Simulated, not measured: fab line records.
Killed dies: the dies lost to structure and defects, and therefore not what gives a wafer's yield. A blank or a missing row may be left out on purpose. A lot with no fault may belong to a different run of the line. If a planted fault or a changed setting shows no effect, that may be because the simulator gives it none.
Split-lot study | flow n5_finfet | 21 wafers read from 7 lots, route of 1938 steps

## THE SPLIT
At N5_BEOL_M3_COAT_05 (resist thk 30 nm), the setting spin_rpm was moved away from the recipe's 1500 rpm on 7 of the 21 wafers read, by -10.3% to +8.9%. For the rest of the wafers, this setting stayed at what the recipe calls for.

## FROM THE SPLIT TO THE READING: what the file shows between them, 4 steps
- N5_BEOL_M3_EBR_07
- N5_BEOL_M3_SOFTBAKE_06: time 60 s
- N5_BEOL_M3_EXPOSE_08: exposes mask M3
- N5_BEOL_M3_PEB_09: peb time 60 s

## THE READING
CAR-EUV_of_BEOL_M3_COAT_05.thk_nm (the simulator's own value, which no gauge read), in nm, at N5_BEOL_M3_DEVELOP_10 (develop time 30 s). The file gives no usual value for it. The 14 wafers here that ran the recipe average 29.6 nm, standard deviation 0.07 nm.

wafer  | tool, chamber at the split | spin_rpm as run, rpm | against the recipe | CAR-EUV_of_BEOL_M3_COAT_05.thk_nm, nm | against lot-mates on the recipe
L075.2 | litho_track-05, 0          | 1457                 | -2.9%              | 30                                    | +0.4
L075.4 | litho_track-05, 0          | 1457                 | -2.9%              | 30.2                                  | +0.6
L075.5 | litho_track-05, 0          | 1500                 | recipe             | 29.6                                  | -
L081.4 | litho_track-05, 0          | 1348                 | -10.1%             | 31.2                                  | +1.6
L081.5 | litho_track-05, 0          | 1500                 | recipe             | 29.6                                  | -
L081.6 | litho_track-05, 0          | 1500                 | recipe             | 29.6                                  | -
L082.2 | litho_track-01, 0          | 1500                 | recipe             | 29.6                                  | -
L082.3 | litho_track-01, 0          | 1500                 | recipe             | 29.6                                  | -
L082.6 | litho_track-01, 0          | 1500                 | recipe             | 29.6                                  | -
L085.1 | litho_track-02, 0          | 1500                 | recipe             | 29.4                                  | -
L085.2 | litho_track-02, 0          | 1500                 | recipe             | 29.4                                  | -
L085.5 | litho_track-02, 0          | 1346                 | -10.3%             | 31.2                                  | +1.8
L088.2 | litho_track-02, 0          | 1633                 | +8.9%              | 28.4                                  | -1.2
L088.5 | litho_track-02, 0          | 1500                 | recipe             | 29.6                                  | -
L088.6 | litho_track-02, 0          | 1500                 | recipe             | 29.6                                  | -
L093.2 | litho_track-02, 0          | 1500                 | recipe             | 29.6                                  | -
L093.4 | litho_track-02, 0          | 1500                 | recipe             | 29.6                                  | -
L093.6 | litho_track-02, 0          | 1500                 | recipe             | 29.6                                  | -
L095.1 | litho_track-05, 0          | 1418                 | -5.5%              | 30.4                                  | +0.8
L095.3 | litho_track-05, 0          | 1500                 | recipe             | 29.6                                  | -
L095.4 | litho_track-05, 0          | 1418                 | -5.5%              | 30.6                                  | +1.0

THE FIT
A straight line over all 21 wafers: CAR-EUV_of_BEOL_M3_COAT_05.thk_nm changes by -0.154 nm for each +1% of spin_rpm; r = -0.99; the points scatter about the line by 0.093 nm.
The same after taking each lot's own level away (the mean of its wafers on the recipe; 21 wafers): -0.158 nm for each +1%; r = -0.99; scatter 0.074 nm.
On that fit, the largest move of spin_rpm shifts the reading by 1.6 nm.
The span of the lots' own levels, 29.40 to 29.60 nm, comes to 2.9 times the standard deviation stated above.
So the lot-to-lot level changes the slope little: the two slopes agree.
Check: with one of the wafers moved furthest among these (-10.3%) left out of the fit, the line predicts +1.58 nm for it against its lot-mates. It came out at +1.8 nm against them.

## FURTHER SPLITS ON THESE WAFERS
Other splits were also applied to these wafers ahead of the reading. Each is held against what the fit with the lots' levels taken away leaves over:
other split on the same wafers          | wafers away from the commonest value | r with CAR-EUV_of_BEOL_M3_COAT_05.thk_nm (lot level and that fit taken away)
N5_BEOL_M0_SAQP_ETCH_106 target_depth_a | 11                                   | +0.11
N5_BEOL_M1_PECVD_72 time_s              | 10                                   | -0.33
N5_BEOL_M1_COAT_05 spin_rpm             | 9                                    | -0.03
N5_BEOL_M2_ALD_98 ald_cycles            | 10                                   | -0.17
N5_BEOL_M2_TRENCH_ETCH_37 time_s        | 7                                    | +0.23
N5_BEOL_M3_PECVD_72 time_s              | 7                                    | +0.00

## THE WHOLE CHAIN: every reading that the file lists as answering this split, in the file's order
step                  | what it does      | reading                                                                            | change (the file's fit)               | r (the file's)
N5_BEOL_M3_COAT_05    | resist thk 30 nm  | CAR-EUV_of_BEOL_M3_COAT_05.thk_nm (the simulator's own value, which no gauge read) | -0.149 nm for each +1% of the setting | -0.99
N5_BEOL_M3_DEVELOP_10 | develop time 30 s | CAR-EUV_of_BEOL_M3_COAT_05.thk_nm (the simulator's own value, which no gauge read) | -0.159 nm for each +1% of the setting | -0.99

## THE FILE'S OWN FIT
CAR-EUV_of_BEOL_M3_COAT_05.thk_nm changes by -0.159 nm for each +1% of spin_rpm, r = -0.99.
